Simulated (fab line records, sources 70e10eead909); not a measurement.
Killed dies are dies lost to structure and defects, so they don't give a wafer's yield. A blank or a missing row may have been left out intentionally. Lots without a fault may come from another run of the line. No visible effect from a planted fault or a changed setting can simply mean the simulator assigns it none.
What tool caused it? | flow nandHarc | 37 wafers from 13 lots sampled at 2 of the route's 1302 steps

## WHAT THE GAUGES READ, wafer by wafer
NHARC_A_CHANNEL_HOLE_D1_CD_MEAS_18. Usual: cdNm 98.4 nm, standard deviation 1.9.
lot  | measured     | on       | cdNm (nm)        | flag
L154 | day 8 15:09  | cdSem-01 | 99.0 96.6 97.2   | 
L155 | day 8 16:22  | cdSem-01 | 100.7 99.7 99.0  | 
L156 | day 9 09:59  | cdSem-03 | 97.3 100.5 101.5 | 
L157 | day 9 15:08  | cdSem-01 | 101.1 98.0 98.9  | 
L158 | day 9 22:13  | cdSem-02 | 97.7 99.7 98.1   | 
L159 | day 10 12:56 | cdSem-02 | 96.1 98.5 100.5  | 
L166 | day 13 05:14 | cdSem-03 | 100.4 102.0      | 
L165 | day 13 05:27 | cdSem-01 | 96.8 95.4        | 
L171 | day 15 11:13 | cdSem-02 | 98.1 97.2 99.3   | 
L172 | day 16 01:27 | cdSem-02 | 98.3 95.9 96.7   | 
L173 | day 16 05:07 | cdSem-01 | 96.2 99.1 97.7   | 
L176 | day 17 18:23 | cdSem-01 | 96.2 98.0 98.6   | 
L177 | day 17 19:11 | cdSem-03 | 98.1 100.2 98.3  | 

## EACH LOT AND THE TOOL THAT RAN IT (in order: tool; ch and the chambers of the sampled wafers; start)
lot  | NHARC_A_CHANNEL_HOLE_D1_ETCH_34
L154 | rieDiel-09 ch 0,2,3, day 8 15:09 or earlier
L155 | rieDiel-11 ch 1,2, day 8 16:22 or earlier
L156 | rieDiel-11 ch 0,2, day 9 09:59 or earlier
L157 | rieDiel-13 ch 1,2, day 9 15:08 or earlier
L158 | rieDiel-09 ch 0,2,3, day 9 22:13 or earlier
L159 | rieDiel-11 ch 0,2, day 10 12:56 or earlier
L166 | rieDiel-13 ch 0,3, day 13 05:14 or earlier
L165 | rieDiel-11 ch 1,2, day 13 05:27 or earlier
L171 | rieDiel-11 ch 0,1,2, day 15 11:13 or earlier
L172 | rieDiel-11 ch 1,2,3, day 16 01:27 or earlier
L173 | rieDiel-11 ch 2,3, day 16 05:07 or earlier
L176 | rieDiel-11 ch 1,2,3, day 17 18:23 or earlier
L177 | rieDiel-11 ch 0,2, day 17 19:11 or earlier
- NHARC_A_CHANNEL_HOLE_D1_ETCH_34: etches the open film in CF4/CHF3, target depth 154 nm, time 77 s.

## WHAT THE TOOLS THEMSELVES READ (means of the sampled wafers that have a number; where no wafer has one, the mark that the record gives instead)
NHARC_A_CHANNEL_HOLE_D1_ETCH_34. Usual: drypumpMotorCurrentA 5.63 A, standard deviation 0.28; oesProductAu 0.944 a.u., standard deviation 0.023; rfVppV 372.2 V, standard deviation 1.8; showerheadPlenumPTorr 1.62 Torr, standard deviation 0.05; throttleValvePct 16.802 %, standard deviation 0.0096.
lot  | tool       | drypumpMotorCurrentA (A) | oesProductAu (a.u.) | rfVppV (V) | showerheadPlenumPTorr (Torr) | throttleValvePct (%) | flag
L154 | rieDiel-09 | 5.85                     | 0.978               | 372.8      | 1.63                         | 16.805               | 
L155 | rieDiel-11 | 5.49                     | 0.932               | 373.1      | 1.65                         | 16.799               | 
L156 | rieDiel-11 | 5.54                     | 0.927               | 371.2      | 1.58                         | 16.810               | 
L157 | rieDiel-13 | 5.90                     | 0.976               | 371.0      | 1.60                         | 16.794               | 
L158 | rieDiel-09 | 5.84                     | 0.980               | 372.2      | 1.62                         | 16.800               | 
L159 | rieDiel-11 | 5.45                     | 0.940               | 370.6      | 1.59                         | 16.804               | 
L166 | rieDiel-13 | 5.89                     | 0.988               | 371.8      | 1.61                         | 16.791               | 
L165 | rieDiel-11 | 5.44                     | 0.956               | 373.5      | 1.64                         | 16.806               | 
L171 | rieDiel-11 | 5.52                     | 0.922               | 371.9      | 1.62                         | 16.796               | 
L172 | rieDiel-11 | 5.57                     | 0.921               | 374.0      | 1.65                         | 16.802               | 
L173 | rieDiel-11 | 5.48                     | 0.923               | 372.4      | 1.62                         | 16.807               | 
L176 | rieDiel-11 | 5.58                     | 0.926               | 372.6      | 1.65                         | 16.795               | 
L177 | rieDiel-11 | 5.55                     | 0.927               | 370.9      | 1.58                         | 16.812               | 

## THE ANSWER, worked out from the rows above alone
Rule: a lot counts as off when the mean over its wafers that have a number is more than 3 standard deviations away from the usual mean. Also off: a lot with no number at a reading for which 4 or more lots have one. All remaining lots with rows at the step are treated as sound. The gauges are gone through in route order, then the tools' own readings, and for those a lot's mean is taken as printed above. At the first step where some lot is off, the reading lying furthest off is the one used; lots without a number count as furthest.
Across all readings shown, no lot is off: no conclusion can be drawn from this.

## WHAT THE SIMULATOR HAD PUT IN
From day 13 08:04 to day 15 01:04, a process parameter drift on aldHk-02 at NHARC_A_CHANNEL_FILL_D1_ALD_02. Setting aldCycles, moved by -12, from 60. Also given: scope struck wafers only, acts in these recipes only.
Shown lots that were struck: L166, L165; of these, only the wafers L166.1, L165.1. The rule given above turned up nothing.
